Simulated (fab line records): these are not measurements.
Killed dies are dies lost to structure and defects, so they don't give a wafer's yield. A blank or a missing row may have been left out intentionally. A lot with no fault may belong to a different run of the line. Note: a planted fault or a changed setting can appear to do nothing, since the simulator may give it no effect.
Chamber matching -- flow n5_finfet -- cvd_co-01 running N5_BEOL_M0_PRE_CLEAN_131: 3 sister chambers
The step time 15 s. 14 wafers are shown with their chamber, then 7 later ones without.

## WAFERS PAIRED WITH THEIR CHAMBERS
wafer,chamber,heater_power_w (W)
L645.3,2,76
L645.5,2,76
L645.6,0,83
L650.1,2,76
L650.3,0,83
L650.6,2,76
L652.3,1,61
L652.4,2,77
L652.6,1,64
L654.2,0,83
L654.3,2,74
L654.4,2,74
L656.1,2,76
L656.4,1,63

SIGNATURES, as means of the wafers listed above
reading,chamber 0,chamber 1,chamber 2,scatter within a chamber
heater_power_w,83.00,62.67,75.62,1.07
Rule: distance of a wafer from a chamber = root of the sum over the readings of ((wafer's reading minus chamber's mean) / reading's scatter) squared. If the next closest chamber is less than 2 further off than the closest, the wafer can't be placed; otherwise it belongs to the closest. The scatter: take each reading less its chamber's mean, square it, sum over the shown wafers, divide by the number of wafers less the number of chambers, and take the root.

## WAFERS WITH NO CHAMBER GIVEN
wafer,heater_power_w (W)
L656.5,85
L662.2,85
L662.4,64
L662.5,63
L666.2,77
L666.3,64
L666.5,74

## CHAMBER TAKEN BY EACH
wafer,from the rows above,in truth
L656.5,0,0
L662.2,0,0
L662.4,1,1
L662.5,1,1
L666.2,2,2
L666.3,1,1
L666.5,2,2
Placed correctly: 7 of 7. Left unplaced by these rows: 0. Wrongly placed: 0.
